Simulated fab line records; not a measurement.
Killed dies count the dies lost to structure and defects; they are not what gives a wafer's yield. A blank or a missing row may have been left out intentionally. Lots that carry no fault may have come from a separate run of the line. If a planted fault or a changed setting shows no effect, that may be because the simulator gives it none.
Comparing a struck lot with a sound one :: flow n5Finfet :: 39 out of 1938 route steps
Sound: wafers L803.1, L803.6. Struck: wafer L808.1 (left out: L808.3, L808.5 of the same lot, which were not struck); the cause appears at the end.
Each step with rows lists, per side, the tool, then ch with its chambers, then its first start. Under that, the readings that differ: sound wafers :: struck wafers :: difference of the means :: sigmas: that difference in standard deviations of wafers without a fault.
alike: readings with means less than 2 such deviations apart, plus words and numbers identical on both sides. not compared: withheld readings, readings lacking a value on some wafer, bounds such as >300 that could conceal the same value, and numbers that have no deviation in the record and whose values overlap.
A row with sigmas, a row that says differs or no value, or rows on one side alone: a step with any of these is where the two part. Numbers that have no deviation but don't overlap get no sigmas and don't part them. A reading missing from all wafers of one side parts the sides only when that side holds two or more wafers.

first, 9 steps without rows for these wafers: N5_BEOL_M1_COAT_22 (resist thk 30 nm); N5_BEOL_M1_EBR_24; N5_BEOL_M1_SOFTBAKE_23 (time 60 s); N5_BEOL_M1_EXPOSE_25 (exposes mask V0, defocus 5 nm, target cd 24 nm); N5_BEOL_M1_PEB_26 (peb time 60 s); N5_BEOL_M1_DEVELOP_27 (develop time 30 s); N5_BEOL_M1_DESCUM_33 (chemistry O2, time 7 s); N5_BEOL_M1_ETCH_77 (etches underlayer in N2/H2, target depth 6.5 nm, time 5.2 s); N5_BEOL_M1_ETCH_69 (etches SiARC in CF4, target depth 15.6 nm, time 26 s).
N5_BEOL_M1_ALD_98: deposits SiO2, target thk 2.5 nm, pulse time 1 s, co reactant pulse time 1 s.
  sound on aldSin-02 ch 1,2, day 7 18:32; struck on aldSin-02 ch 3, day 9 04:30
reading: aldCycles
sound: 17 17
struck: 8
difference: -9
sigmas: 

reading: model.SiO2_of_BEOL_M1_ALD_98.thkNm (nm)
sound: 2.4 2.4
struck: 1.2
difference: -1.2
sigmas: 
  alike: heaterPowerW, precursorPulseHeightRel
then, 4 steps without rows for these wafers: N5_BEOL_M1_ETCHBACK_99 (etches SiO2 in CHF3, target depth 5 nm, time 10.4 s); N5_BEOL_M1_ETCH_70 (etches SOC in N2/H2, target depth 80 nm, overetch 16 nm, time 120 s); N5_BEOL_M1_STRIP_71 (strips in N2/H2); N5_BEOL_M1_STRIP_78 (strips in N2/H2).
N5_BEOL_M1_VIA_ETCH_34: etches the open film in C4F6/O2, target depth 67.8 nm, time 64.4 s.
  sound on rieDiel-01 ch 0,3, day 7 19:31; struck on rieDiel-05 ch 3, day 9 06:22
reading: rfVppV (V)
sound: 664 681
struck: 643
difference: -30
sigmas: -2

reading: model.BEOL_M1.cdNm (nm)
sound: 18.4 18
struck: 20.8
difference: +2.6
sigmas: 
  alike: drypumpMotorCurrentA, oes_f_703_au, oesProductAu, showerheadPlenumPTorr, throttleValvePct
  not compared: rfHoursCounterH
then, 22 steps without rows for these wafers: N5_BEOL_M1_STRIP_83 (strips in C4F6/O2); N5_BEOL_M1_STRIP_36 (strips in N2/H2); N5_BEOL_M1_TRENCH_ETCH_37 (etches SiOC in C4F6/O2, target depth 55.207 nm, time 29 s); N5_BEOL_M1_ETCH_41 (etches SiCN in CH3F/O2, target depth 31.9 nm, time 57.8 s); N5_BEOL_M1_STRIP_97 (strips in N2/H2, time 10 s); N5_BEOL_M1_HM_STRIP_39 (strips TiN in peroxide tin strip, target depth 25 nm, time 158 s); N5_BEOL_M1_SRD_40 (time 30 s); N5_BEOL_M1_PRECLEAN_42 (cleans in residue remover, time 60 s); N5_BEOL_M1_SRD_43 (time 30 s); N5_BEOL_M1_DEGAS_44 (time 60 s); N5_BEOL_M1_PRE_CLEAN_45 (time 30 s); N5_BEOL_M1_ALD_84 (deposits TaN, pulse time 2 s, purge time 3 s, co reactant purge time 2 s); N5_BEOL_M1_SURFACE_TREAT_85; N5_BEOL_M1_CVD_47 (deposits Co from CCTBA/H2, target thk 3 nm, time 223.8 s); N5_BEOL_M1_SPUTTER_48 (material Cu, target thk 4.5 nm, time 8.29 s); N5_BEOL_M1_ANNEAL_49 (time 240 s); N5_BEOL_M1_SPUTTER_79 (material Cu, target thk 4.5 nm, time 8.29 s); N5_BEOL_M1_ANNEAL_80 (time 240 s); N5_BEOL_M1_SPUTTER_81 (material Cu, target thk 4.5 nm, time 8.29 s); N5_BEOL_M1_ANNEAL_82 (time 240 s); N5_BEOL_M1_SPUTTER_86 (material Cu, target thk 4.5 nm, time 8.29 s); N5_BEOL_M1_ANNEAL_87 (time 240 s).
N5_BEOL_M4_RC_MEAS_101:
  sound on prober-01 ch 0, day 9 17:23; struck on prober-02 ch 0, day 11 00:16
reading: CHAIN_V0 (ohm/link)
sound: 224 240
struck: 200
difference: -32
sigmas: -3

reading: CHAIN_V0_max_site (ohm/link)
sound: 233 247
struck: 209
difference: -31
sigmas: -3
  alike: DIBL_N, DIBL_P, IOFF_N, IOFF_P, ION_N, ION_P, SS_N, SS_P, VT_N, VT_P
-- here the record skips 5 days between the struck wafers' starts before and after, leaving off in module BEOL_M4 and picking up in module PASSIVATION (first step shown: number 1936 of the route) --
N5_PASSIVATION_PROBE_49:
  the record has rows for the struck wafers here (prober-02, day 15 13:19) and none for the sound ones

## WHERE THEY PART
At N5_BEOL_M1_VIA_ETCH_34 first; at N5_PASSIVATION_PROBE_49 last (within this record only).

WHY: what the simulator had put in
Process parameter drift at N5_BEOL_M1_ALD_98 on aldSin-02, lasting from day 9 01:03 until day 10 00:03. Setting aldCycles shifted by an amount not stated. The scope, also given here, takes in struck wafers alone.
